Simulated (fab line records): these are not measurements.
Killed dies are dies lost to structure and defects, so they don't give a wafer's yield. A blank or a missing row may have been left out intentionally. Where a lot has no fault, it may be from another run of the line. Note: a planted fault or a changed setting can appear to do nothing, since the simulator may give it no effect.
fab line records	flow nandHarc
record lots=24	wafers=72	lastDay=34
route steps=1302 shown P_M1@310 P_M2@329 P_BONDPAD@370
lots untouched by any fault: they come from a run of this same line in which no faults occurred
startH: the number of hours between the record's first day and the start of the first shown wafer of the lot	waitH: hours from the lot's prior step to this one	" repeats the value in the row above	L1.1+2: a row that stands for several wafers	- either no value or no given start	* or withheld: withheld	< > ~ a bound
route shown NAME@n: a module of which the file shows steps, and the number in the route of the first	usual: mean/standard deviation taken from wafers without a fault	same: alike in all rows	chamber/n: place in a boat	sites: readings site by site	_std_site: the standard deviation of these	_edge_site: mean of outer sites minus mean of inner sites	radiusMm: how far each site lies from the wafer's centre	mask NAME#n: copy n	behind: tool/chamber where the wafer was last shaped	hold: reason for holding the lot/hours on hold/outcome of the hold	device: the transistor (n, p or np) that didn't switch	end of line: tests of these same wafers at the route's end	where a step has no rows: the recipe by itself	killed: dies lost to structure and defects at the first sort, not the wafer's yield	map: a wafer's dies, marking killed ones x, the rest . and places with no die _
set.NAME: the setting as run; set.NAME@STEP: as run at that earlier step	model.NAME: the simulator's own value behind a step, which no gauge read
route steps across a sampled set of lots; one table per step, one row per wafer
services: from which hour (startH, from the record's first day; less than 0 if before it) a tool's chamber was out of use, for how many hours, and why
## steps
# step NHARC_P_M1_ANNEAL_31
# recipe tempC=225	timeS=90
# usual wafer_temp_C_max=225.76/0.26
lot.wafer	tool	chamber	startH	waitH	wafer_temp_C_max
L074.2	rtpAnneal-01	0	133.17	-	226.01
L074.4	"	0	"	"	225.91
L074.6	"	0	"	"	226.11
L075.2	rtpAnneal-02	0	133.50	0.4	225.51
L075.4	"	0	"	"	225.60
L075.6	"	0	"	"	225.34
L076.1	rtpAnneal-02	0	144.91	0.3	225.65
L076.3	"	0	"	"	225.55
L076.4	"	0	"	"	225.71
L077.1	rtpAnneal-01	0	157.98	-	225.78
L077.2	"	0	"	"	225.94
L077.4	"	0	"	"	225.99
L078.1	rtpAnneal-02	0	169.22	-	225.67
L078.4	"	0	"	"	225.49
L078.6	"	0	"	"	225.71
L079.1	rtpAnneal-01	0	177.07	0.3	226.05
L079.2	"	0	"	"	226.13
L079.6	"	0	"	"	226.23
L080.1	rtpAnneal-01	0	192.46	0.3	225.80
L080.4	"	0	"	"	225.67
L080.6	"	0	"	"	225.70
L081.2	rtpAnneal-02	0	201.06	-	225.42
L081.4	"	0	"	"	225.39
L081.6	"	0	"	"	225.42
L082.1	rtpAnneal-01	0	207.35	-	225.62
L082.4	"	0	"	"	225.77
L082.5	"	0	"	"	225.85
L083.1	rtpAnneal-02	0	231.89	0.3	225.56
L083.2	"	0	"	"	225.36
L083.5	"	0	"	"	225.45
L084.1	rtpAnneal-01	0	235.74	-	225.95
L084.2	"	0	"	"	226.38
L084.6	"	0	"	"	226.19
L085.1	rtpAnneal-02	0	240.25	0.3	225.73
L085.2	"	0	"	"	225.69
L085.5	"	0	"	"	225.32
L086.1	rtpAnneal-01	0	250.90	-	226.03
L086.4	"	0	"	"	225.86
L086.5	"	0	"	"	225.70
L087.1	rtpAnneal-02	0	259.71	-	225.69
L087.2	"	0	"	"	225.41
L087.6	"	0	"	"	225.49
L088.2	rtpAnneal-02	0	271.68	-	225.44
L088.4	"	0	"	"	225.41
L088.6	"	0	"	"	225.57
L089.1	rtpAnneal-01	0	282.14	0.4	226.23
L089.3	"	0	"	"	226.14
L089.6	"	0	"	"	225.95
L090.1	rtpAnneal-02	0	292.37	0.3	225.59
L090.3	"	0	"	"	225.56
L090.6	"	0	"	"	225.76
L091.1	rtpAnneal-02	0	297.99	0.4	225.76
L091.4	"	0	"	"	225.69
L091.6	"	0	"	"	225.51
L092.3	rtpAnneal-02	0	317.49	-	225.58
L092.4	"	0	"	"	225.46
L092.6	"	0	"	"	225.50
L093.1	rtpAnneal-01	0	324.54	0.3	225.98
L093.3	"	0	"	"	225.75
L093.4	"	0	"	"	225.59
L094.3	rtpAnneal-01	0	330.57	-	226.04
L094.5	"	0	"	"	225.96
L094.6	"	0	"	"	226.11
L095.1	rtpAnneal-01	0	340.80	-	225.79
L095.2	"	0	"	"	225.77
L095.3	"	0	"	"	225.59
L096.2	rtpAnneal-01	0	348.66	-	225.90
L096.4	"	0	"	"	225.94
L096.6	"	0	"	"	226.23
L097.4	rtpAnneal-02	0	360.11	-	225.78
L097.5	"	0	"	"	225.91
L097.6	"	0	"	"	225.55
# step NHARC_P_M2_OVL_MEAS_10
# recipe pitchNm=340
# usual overlayXNm=0.2/0.86	overlayYNm=0.1/0.91
lot.wafer	tool	chamber	startH	waitH	overlayXNm	overlayYNm
L074.2	overlay-02	-	135.27	-	0.7	0.5
L074.4	"	-	"	"	0.4	1.0
L074.6	"	-	"	"	0.3	0.9
L075.2	overlay-01	-	135.60	-	-1.2	0.6
L075.4	"	-	"	"	-1.4	-0.5
L075.6	"	-	"	"	-1.3	-0.2
L076.1	overlay-01	-	147.21	-	0.1	1.2
L076.3	"	-	"	"	-0.6	0.6
L076.4	"	-	"	"	-0.5	0.8
L077.1	overlay-02	-	160.28	-	1.3	-0.2
L077.2	"	-	"	"	0.8	-0.4
L077.4	"	-	"	"	1.1	-0.1
L078.1	overlay-01	-	171.52	-	0.4	1.4
L078.4	"	-	"	"	0.2	1.1
L078.6	"	-	"	"	0.0	1.1
L079.1	overlay-02	-	179.23	-	-0.4	-0.1
L079.2	"	-	"	"	-0.6	0.7
L079.6	"	-	"	"	-0.2	0.4
L080.1	overlay-02	-	194.77	-	0.1	1.3
L080.4	"	-	"	"	-0.3	1.3
L080.6	"	-	"	"	0.3	1.4
L081.2	overlay-02	-	203.31	-	0.7	-0.3
L081.4	"	-	"	"	1.5	-0.3
L081.6	"	-	"	"	0.8	-0.7
L082.1	overlay-02	-	209.53	-	-0.1	0.7
L082.4	"	-	"	"	-0.3	-0.1
L082.5	"	-	"	"	-0.4	0.1
L083.1	overlay-01	-	234.16	-	-1.6	0.5
L083.2	"	-	"	"	-0.7	0.6
L083.5	"	-	"	"	-1.3	1.3
L084.1	overlay-02	-	238.12	-	0.4	-1.6
L084.2	"	-	"	"	0.2	-1.4
L084.6	"	-	"	"	0.4	-0.8
L085.1	overlay-01	-	242.56	-	1.0	-0.3
L085.2	"	-	"	"	0.6	-0.1
L085.5	"	-	"	"	0.6	-0.7
L086.1	overlay-01	-	253.08	-	-0.2	-0.5
L086.4	"	-	"	"	0.2	-0.9
L086.5	"	-	"	"	0.1	-0.5
L087.1	overlay-01	-	261.90	-	2.6	-0.4
L087.2	"	-	"	"	2.1	-0.4
L087.6	"	-	"	"	2.2	-0.4
L088.2	overlay-02	-	273.91	-	0.1	-0.2
L088.4	"	-	"	"	0.0	-0.2
L088.6	"	-	"	"	-0.1	-0.2
L089.1	overlay-01	-	284.33	-	-1.3	0.9
L089.3	"	-	"	"	-1.4	0.8
L089.6	"	-	"	"	-1.2	0.5
L090.1	overlay-02	-	294.67	-	0.3	-1.3
L090.3	"	-	"	"	-0.2	-1.1
L090.6	"	-	"	"	-0.7	-1.6
L091.1	overlay-01	-	300.26	-	-0.1	-1.3
L091.4	"	-	"	"	-0.6	-1.4
L091.6	"	-	"	"	0.3	-1.1
L092.3	overlay-01	-	319.54	-	0.9	-0.5
L092.4	"	-	"	"	1.0	-0.4
L092.6	"	-	"	"	0.9	-0.5
L093.1	overlay-01	-	326.83	-	-0.1	1.6
L093.3	"	-	"	"	-0.1	1.6
L093.4	"	-	"	"	0.2	1.6
L094.3	overlay-02	-	332.64	-	1.7	0.9
L094.5	"	-	"	"	0.9	1.4
L094.6	"	-	"	"	0.8	1.1
L095.1	overlay-02	-	343.10	-	-0.5	0.1
L095.2	"	-	"	"	-0.2	0.0
L095.3	"	-	"	"	-0.5	0.3
L096.2	overlay-02	-	351.06	-	0.5	-1.4
L096.4	"	-	"	"	0.3	-1.1
L096.6	"	-	"	"	0.4	-1.0
L097.4	overlay-01	-	362.13	-	1.4	0.0
L097.5	"	-	"	"	0.9	-0.4
L097.6	"	-	"	"	1.4	0.0
# step NHARC_P_M2_ANNEAL_31
# recipe tempC=225	timeS=90
# usual wafer_temp_C_max=225.70/0.3
lot.wafer	tool	chamber	startH	waitH	wafer_temp_C_max
L074.2	rtpAnneal-02	0	137.17	0.3	225.25
L074.4	"	0	"	"	225.12
L074.6	"	0	"	"	225.60
L075.2	rtpAnneal-01	0	137.78	-	225.84
L075.4	"	0	"	"	225.91
L075.6	"	0	"	"	225.62
L076.1	rtpAnneal-02	0	149.07	-	225.67
L076.3	"	0	"	"	225.47
L076.4	"	0	"	"	225.24
L077.1	rtpAnneal-02	0	162.56	-	225.65
L077.2	"	0	"	"	225.60
L077.4	"	0	"	"	225.31
L078.1	rtpAnneal-02	0	173.79	-	226.07
L078.4	"	0	"	"	225.27
L078.6	"	0	"	"	225.44
L079.1	rtpAnneal-01	0	181.10	-	226.03
L079.2	"	0	"	"	226.30
L079.6	"	0	"	"	225.98
L080.1	rtpAnneal-02	0	196.62	-	225.71
L080.4	"	0	"	"	225.52
L080.6	"	0	"	"	225.29
L081.2	rtpAnneal-01	0	205.21	-	225.74
L081.4	"	0	"	"	225.69
L081.6	"	0	"	"	226.01
L082.1	rtpAnneal-02	0	211.49	0.3	225.96
L082.4	"	0	"	"	225.64
L082.5	"	0	"	"	225.47
L083.1	rtpAnneal-01	0	236.06	0.3	225.86
L083.2	"	0	"	"	225.89
L083.5	"	0	"	"	226.01
L084.1	rtpAnneal-01	0	240.02	-	225.80
L084.2	"	0	"	"	226.22
L084.6	"	0	"	"	225.51
L085.1	rtpAnneal-01	0	244.45	-	225.62
L085.2	"	0	"	"	225.56
L085.5	"	0	"	"	225.64
L086.1	rtpAnneal-01	0	254.95	0.3	225.89
L086.4	"	0	"	"	225.88
L086.5	"	0	"	"	225.74
L087.1	rtpAnneal-01	0	263.75	0.3	225.89
L087.2	"	0	"	"	225.73
L087.6	"	0	"	"	225.81
L088.2	rtpAnneal-01	0	275.82	-	225.48
L088.4	"	0	"	"	225.61
L088.6	"	0	"	"	225.82
L089.1	rtpAnneal-01	0	286.26	0.3	225.65
L089.3	"	0	"	"	226.09
L089.6	"	0	"	"	225.49
L090.1	rtpAnneal-01	0	296.62	0.4	225.84
L090.3	"	0	"	"	226.08
L090.6	"	0	"	"	225.74
L091.1	rtpAnneal-02	0	302.12	0.3	225.18
L091.4	"	0	"	"	225.49
L091.6	"	0	"	"	225.35
L092.3	rtpAnneal-01	0	321.50	0.3	225.71
L092.4	"	0	"	"	225.60
L092.6	"	0	"	"	225.75
L093.1	rtpAnneal-01	0	328.74	-	225.80
L093.3	"	0	"	"	225.83
L093.4	"	0	"	"	226.03
L094.3	rtpAnneal-01	0	334.60	0.3	226.72
L094.5	"	0	"	"	226.10
L094.6	"	0	"	"	226.17
L095.1	rtpAnneal-01	0	344.96	0.3	225.73
L095.2	"	0	"	"	226.11
L095.3	"	0	"	"	225.68
L096.2	rtpAnneal-02	0	352.97	-	225.47
L096.4	"	0	"	"	225.37
L096.6	"	0	"	"	225.44
L097.4	rtpAnneal-02	0	364.13	0.4	225.56
L097.5	"	0	"	"	225.53
L097.6	"	0	"	"	225.26
# step NHARC_P_BONDPAD_CD_MEAS_13
# usual cdNm=499.3/1.3
lot.wafer	tool	chamber	startH	waitH	cdNm
L074.2	cdSem-02	-	140.26	-	500.6
L074.4	"	-	"	"	500.0
L074.6	"	-	"	"	499.6
L075.2	cdSem-01	-	140.83	-	498.0
L075.4	"	-	"	"	496.9
L075.6	"	-	"	"	496.4
L076.1	cdSem-01	-	152.22	-	500.7
L076.3	"	-	"	"	498.7
L076.4	"	-	"	"	498.6
L077.1	cdSem-01	-	165.57	-	500.4
L077.2	"	-	"	"	501.3
L077.4	"	-	"	"	499.0
L078.1	cdSem-02	-	176.91	-	498.2
L078.4	"	-	"	"	500.4
L078.6	"	-	"	"	499.1
L079.1	cdSem-01	-	184.10	-	497.0
L079.2	"	-	"	"	501.2
L079.6	"	-	"	"	499.8
L080.1	cdSem-02	-	199.73	-	500.2
L080.4	"	-	"	"	499.8
L080.6	"	-	"	"	501.1
L081.2	cdSem-01	-	208.21	-	499.7
L081.4	"	-	"	"	498.9
L081.6	"	-	"	"	498.6
L082.1	cdSem-01	-	214.61	-	498.9
L082.4	"	-	"	"	498.6
L082.5	"	-	"	"	497.5
L083.1	cdSem-03	-	239.38	-	498.0
L083.2	"	-	"	"	498.2
L083.5	"	-	"	"	497.5
L084.1	cdSem-02	-	243.01	-	500.8
L084.2	"	-	"	"	501.5
L084.6	"	-	"	"	501.0
L085.1	cdSem-03	-	247.65	-	498.1
L085.2	"	-	"	"	498.0
L085.5	"	-	"	"	499.0
L086.1	cdSem-02	-	258.06	-	499.5
L086.4	"	-	"	"	500.2
L086.5	"	-	"	"	500.2
L087.1	cdSem-02	-	266.90	-	501.2
L087.2	"	-	"	"	500.2
L087.6	"	-	"	"	499.6
L088.2	cdSem-03	-	278.79	-	500.6
L088.4	"	-	"	"	500.2
L088.6	"	-	"	"	502.1
L089.1	cdSem-01	-	289.27	-	499.2
L089.3	"	-	"	"	499.7
L089.6	"	-	"	"	497.6
L090.1	cdSem-01	-	299.64	-	501.3
L090.3	"	-	"	"	501.6
L090.6	"	-	"	"	501.3
L091.1	cdSem-03	-	305.38	0.2	497.4
L091.4	"	-	"	"	496.2
L091.6	"	-	"	"	497.8
L092.3	cdSem-03	-	324.40	-	498.6
L092.4	"	-	"	"	499.0
L092.6	"	-	"	"	499.4
L093.1	cdSem-02	-	331.94	-	500.7
L093.3	"	-	"	"	499.7
L093.4	"	-	"	"	499.3
L094.3	cdSem-03	-	337.61	-	499.8
L094.5	"	-	"	"	499.9
L094.6	"	-	"	"	501.4
L095.1	cdSem-01	-	348.13	-	498.4
L095.2	"	-	"	"	497.6
L095.3	"	-	"	"	498.8
L096.2	cdSem-03	-	356.05	-	500.6
L096.4	"	-	"	"	501.4
L096.6	"	-	"	"	500.6
L097.4	cdSem-01	-	367.12	-	500.0
L097.5	"	-	"	"	499.3
L097.6	"	-	"	"	501.0
# step NHARC_P_BONDPAD_DEGAS_25
# recipe tempC=300	timeS=60
# usual heaterPowerW=494/65	susceptorTempC=300.00/0.18
lot.wafer	tool	chamber	startH	waitH	heaterPowerW	susceptorTempC
L074.2	pvdSputter-03	-	140.88	-	553	300.19
L074.4	"	-	"	"	455	300.16
L074.6	"	-	"	"	396	300.06
L075.4	pvdSputter-01	-	141.46	-	469	300.26
L075.2	"	-	"	"	560	300.15
L075.6	"	-	"	"	433	300.21
L076.4	pvdSputter-02	-	152.84	-	450	299.80
L076.3	"	-	"	"	462	300.00
L076.1	"	-	"	"	549	300.23
L077.2	pvdSputter-03	-	166.19	-	554	300.02
L077.4	"	-	"	"	509	299.85
L077.1	"	-	"	"	408	300.29
L078.4	pvdSputter-01	-	177.53	-	451	299.82
L078.1	"	-	"	"	461	299.90
L078.6	"	-	"	"	472	299.74
L079.1	pvdSputter-03	-	184.72	-	528	300.11
L079.2	"	-	"	"	455	300.09
L079.6	"	-	"	"	539	300.15
L080.1	pvdSputter-03	-	200.35	-	538	299.88
L080.4	"	-	"	"	458	299.80
L080.6	"	-	"	"	448	300.01
L081.2	pvdSputter-03	-	208.85	-	533	300.06
L081.4	"	-	"	"	393	299.81
L081.6	"	-	"	"	448	300.32
L082.4	pvdSputter-01	-	215.29	-	432	299.87
L082.1	"	-	"	"	615	299.88
L082.5	"	-	"	"	430	299.88
L083.2	pvdSputter-01	-	240.02	-	585	-
L083.1	"	-	"	"	426	-
L083.5	"	-	"	"	617	-
L084.1	pvdSputter-03	-	243.64	-	540	300.00
L084.2	"	-	"	"	533	299.99
L084.6	"	-	"	"	401	299.98
L085.2	pvdSputter-03	-	248.28	-	527	299.93
L085.1	"	-	"	"	527	300.06
L085.5	"	-	"	"	537	299.96
L086.1	pvdSputter-02	-	258.68	-	541	300.33
L086.4	"	-	"	"	446	300.14
L086.5	"	-	"	"	543	300.01
L087.1	pvdSputter-01	-	267.52	-	472	300.24
L087.2	"	-	"	"	593	299.73
L087.6	"	-	"	"	483	300.00
L088.2	pvdSputter-01	-	279.42	-	610	300.33
L088.4	"	-	"	"	422	299.90
L088.6	"	-	"	"	588	299.76
L089.1	pvdSputter-03	-	289.89	-	459	299.86
L089.3	"	-	"	"	410	300.04
L089.6	"	-	"	"	440	300.25
L090.1	pvdSputter-01	-	300.28	-	482	300.15
L090.3	"	-	"	"	581	299.84
L090.6	"	-	"	"	580	300.17
L091.4	pvdSputter-03	-	306.00	-	527	299.94
L091.1	"	-	"	"	395	300.12
L091.6	"	-	"	"	432	299.99
L092.3	pvdSputter-03	-	325.02	-	447	299.84
L092.4	"	-	"	"	405	300.17
L092.6	"	-	"	"	530	300.10
L093.3	pvdSputter-02	-	332.56	-	542	300.05
L093.1	"	-	"	"	454	300.28
L093.4	"	-	"	"	474	299.77
L094.3	pvdSputter-01	-	338.23	-	608	300.02
L094.6	"	-	"	"	482	300.21
L094.5	"	-	"	"	602	300.24
L095.2	pvdSputter-01	-	348.81	-	482	300.01
L095.1	"	-	"	"	596	300.13
L095.3	"	-	"	"	582	300.06
L096.2	pvdSputter-01	-	356.69	-	602	299.89
L096.4	"	-	"	"	587	300.18
L096.6	"	-	"	"	473	299.79
L097.4	pvdSputter-03	-	367.76	-	392	300.12
L097.5	"	-	"	"	519	300.02
L097.6	"	-	"	"	428	299.90
# step NHARC_P_BONDPAD_PRE_CLEAN_26
# recipe timeS=30	tempC=280	gas=H2/He
# usual heaterPowerW=435/61	susceptorTempC=279.98/0.17
lot.wafer	tool	chamber	startH	waitH	heaterPowerW	susceptorTempC
L074.4	pvdSputter-03	-	-	-	486	280.22
L074.2	"	-	"	"	388	279.63
L074.6	"	-	"	"	478	279.94
L075.4	pvdSputter-01	-	-	-	379	279.77
L075.2	"	-	"	"	542	280.00
L075.6	"	-	"	"	385	279.92
L076.1	pvdSputter-02	-	-	-	394	279.83
L076.3	"	-	"	"	486	280.20
L076.4	"	-	"	"	397	280.20
L077.1	pvdSputter-03	-	-	-	483	279.95
L077.2	"	-	"	"	347	279.71
L077.4	"	-	"	"	401	279.85
L078.4	pvdSputter-01	-	-	-	500	279.99
L078.1	"	-	"	"	381	279.83
L078.6	"	-	"	"	489	280.02
L079.2	pvdSputter-03	-	-	-	359	280.08
L079.1	"	-	"	"	472	280.07
L079.6	"	-	"	"	476	280.07
L080.1	pvdSputter-03	-	-	-	465	280.20
L080.4	"	-	"	"	349	279.90
L080.6	"	-	"	"	468	279.90
L081.4	pvdSputter-03	-	-	-	463	280.21
L081.2	"	-	"	"	466	280.00
L081.6	"	-	"	"	388	280.05
L082.1	pvdSputter-01	-	-	-	412	280.03
L082.4	"	-	"	"	557	280.32
L082.5	"	-	"	"	403	280.09
L083.1	pvdSputter-01	-	-	-	492	279.84
L083.2	"	-	"	"	379	279.68
L083.5	"	-	"	"	495	280.02
L084.1	pvdSputter-03	-	-	-	463	280.22
L084.2	"	-	"	"	401	280.32
L084.6	"	-	"	"	452	280.08
L085.1	pvdSputter-03	-	-	-	340	279.96
L085.2	"	-	"	"	471	280.20
L085.5	"	-	"	"	468	280.10
L086.1	pvdSputter-02	-	-	-	401	280.02
L086.4	"	-	"	"	393	279.99
L086.5	"	-	"	"	400	280.07
L087.1	pvdSputter-01	-	-	-	413	280.08
L087.2	"	-	"	"	381	280.10
L087.6	"	-	"	"	532	279.98
L088.4	pvdSputter-01	-	-	-	412	280.10
L088.2	"	-	"	"	526	279.97
L088.6	"	-	"	"	521	280.05
L089.3	pvdSputter-03	-	-	-	462	280.01
L089.1	"	-	"	"	383	280.06
L089.6	"	-	"	"	352	280.18
L090.1	pvdSputter-01	-	-	-	527	279.90
L090.3	"	-	"	"	387	280.01
L090.6	"	-	"	"	379	279.77
L091.1	pvdSputter-03	-	-	-	354	279.95
L091.4	"	-	"	"	389	279.81
L091.6	"	-	"	"	462	279.83
L092.3	pvdSputter-03	-	-	-	396	-
L092.4	"	-	"	"	459	-
L092.6	"	-	"	"	463	-
L093.1	pvdSputter-02	-	-	-	432	280.10
L093.3	"	-	"	"	470	279.93
L093.4	"	-	"	"	398	279.69
L094.3	pvdSputter-01	-	-	-	361	280.01
L094.5	"	-	"	"	519	279.87
L094.6	"	-	"	"	375	279.97
L095.3	pvdSputter-01	-	-	-	516	279.83
L095.2	"	-	"	"	379	280.04
L095.1	"	-	"	"	415	280.19
L096.4	pvdSputter-01	-	-	-	516	279.81
L096.2	"	-	"	"	421	279.86
L096.6	"	-	"	"	521	280.00
L097.4	pvdSputter-03	-	-	-	347	279.97
L097.5	"	-	"	"	381	279.67
L097.6	"	-	"	"	500	280.01
## services
tool	chamber	startH	hours	kind
pvdSputter-02	-	113.70	2.9	repair
pvdSputter-03	-	118.72	5.7	repair
pvdSputter-03	-	130.04	2.8	repair
pvdSputter-03	-	145.11	1.6	repair
pvdSputter-03	-	170.01	10.0	pm
pvdSputter-01	-	247.91	10.0	pm
pvdSputter-03	-	260.60	0.8	repair
pvdSputter-01	-	264.85	1.9	repair
pvdSputter-02	-	282.65	10.0	pm
pvdSputter-01	-	317.25	7.8	repair
pvdSputter-03	-	348.05	10.0	pm
## key
fault none
